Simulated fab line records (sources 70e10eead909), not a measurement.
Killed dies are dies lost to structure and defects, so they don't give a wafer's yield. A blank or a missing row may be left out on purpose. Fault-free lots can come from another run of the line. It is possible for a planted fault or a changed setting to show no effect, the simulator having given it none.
Problem report in the 8D (eight disciplines) form, filled by code | flow nand-harc | the parts of the form that need people (team, actions taken, sign-off) are left out

## 1. WHAT IS WRONG
Wafers with no fault read 3.1 with a standard deviation of 2.1, whereas killed-at-periphery at NHARC_END_SORT_01 reads a mean of 649.0 on 1 wafer of 1 lot. That is +99 or more standard deviations from the usual mean.
Earliest sighting: wafer L120.2 on prober-02 at day 21 12:48. The record holds 3 wafers of 1 lot with a number at this step. Rule for "out", or "out of limits": more than 4 standard deviations from the usual mean. Any other wafer with a number is counted as sound.

## 2. WHAT THIS IS AND IS NOT
question                    | is                               | is not
which readings at this step | killed-at-periphery, killed-dies | killed-at-array, killed-at-other, killed-open, killed-short
which lots                  | L120                             | -
which wafers of those lots  | L120.2                           | L120.1, L120.3
read on which gauges        | prober-02                        | -
when                        | from day 21 12:48                | up to then (1 sound wafer); but 1 sound wafer of L120 came after

## 3. WHAT RULES OUT EACH SUSPECT
Counting: any tool at a process step up to the reading remains a suspect provided it ran every lot that is out. Sound lots after the first of them don't rule it out here, since some wafers of a struck lot are sound.
- the gauge at NHARC_END_SORT_01 has been ruled out. All the wafers that are out were read on prober-02, but those of them that NHARC_P_CONTACT_ETCH_18 has rows for are out there too, on other tools.
- rtp-anneal-01 at NHARC_P_GATE_RTA_82 (time 30 s): kept. It ran the lot that is out, L120 (day 7 23:56).
- rie-diel-10 at NHARC_P_CONTACT_ETCH_18 (etches the open film in C4F8/O2/Ar, target depth 481 nm, time 240.5 s): kept. It ran the lot that is out, L120 (day 8 02:24). Its own readings are out on those wafers: run-length-s.
- rie-diel-10 at NHARC_P_CONTACT_ETCH_31 (etches the open film in CH3F/O2, target depth 30 nm, time 85.7 s): kept. It ran the lot that is out, L120 (day 21 12:00). NHARC_P_CONTACT_ETCH_31: start missing for some lots; hours and lot order therefore follow NHARC_END_SORT_01.
- At NHARC_P_CONTACT_ETCH_18, inside rie-diel-10: chamber 0 took the wafers that are out, while their sound lot-mates went through chambers 2, 3.
- At NHARC_P_CONTACT_ETCH_31, inside rie-diel-10: chamber 3 took the wafers that are out, while their sound lot-mates went through chambers 0, 1.
The count leaves rtp-anneal-01 at NHARC_P_GATE_RTA_82, rie-diel-10 at NHARC_P_CONTACT_ETCH_18, and rie-diel-10 at NHARC_P_CONTACT_ETCH_31.

## 4. THE CAUSE (what the simulator had put in)
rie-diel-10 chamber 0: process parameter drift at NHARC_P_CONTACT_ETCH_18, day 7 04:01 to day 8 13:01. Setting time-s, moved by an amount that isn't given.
Counting left 3 suspects, and this tool is among them.

## 5. THE CHAIN OF EFFECTS, in route order
Each row: a reading where the mean over the struck wafers with a number is more than 3 standard deviations away from the usual. Only readings for which the record gives a usual standard deviation are gone through. hours: the time from each lot's start at the first step in this table that gives one to its start at this step, as a median over the lots. sigmas: the change in usual standard deviations.
hours | step                    | reading             | usual   | on struck wafers | change | sigmas
0     | NHARC_P_CONTACT_ETCH_18 | run-length-s        | 261.7 s | 207.1            | -54.6  | -99 or more
322   | NHARC_END_SORT_01       | killed-at-periphery | 3.1     | 649.0            | +645.9 | +99 or more
322   | NHARC_END_SORT_01       | killed-dies         | 31      | 677              | +646   | +73
Process steps it contains:
- NHARC_P_CONTACT_ETCH_18: etches the open film in C4F8/O2/Ar, target depth 481 nm, time 240.5 s.

## 6. HOW IT WOULD HAVE BEEN CAUGHT EARLIER
In this record the first reading out of limits at a measuring or inspecting step was taken at day 21 12:48, 345 hours after the fault began at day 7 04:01.
The tool's own readings at NHARC_P_CONTACT_ETCH_18 were out on every struck wafer that the step has a row for (run-length-s): an alarm limit on them would have fired on the first of those.
By day 21 12:48, every lot that is out (1) had started NHARC_P_CONTACT_ETCH_18 on rie-diel-10. Had the tool been put on hold then, not one of them would have been saved.
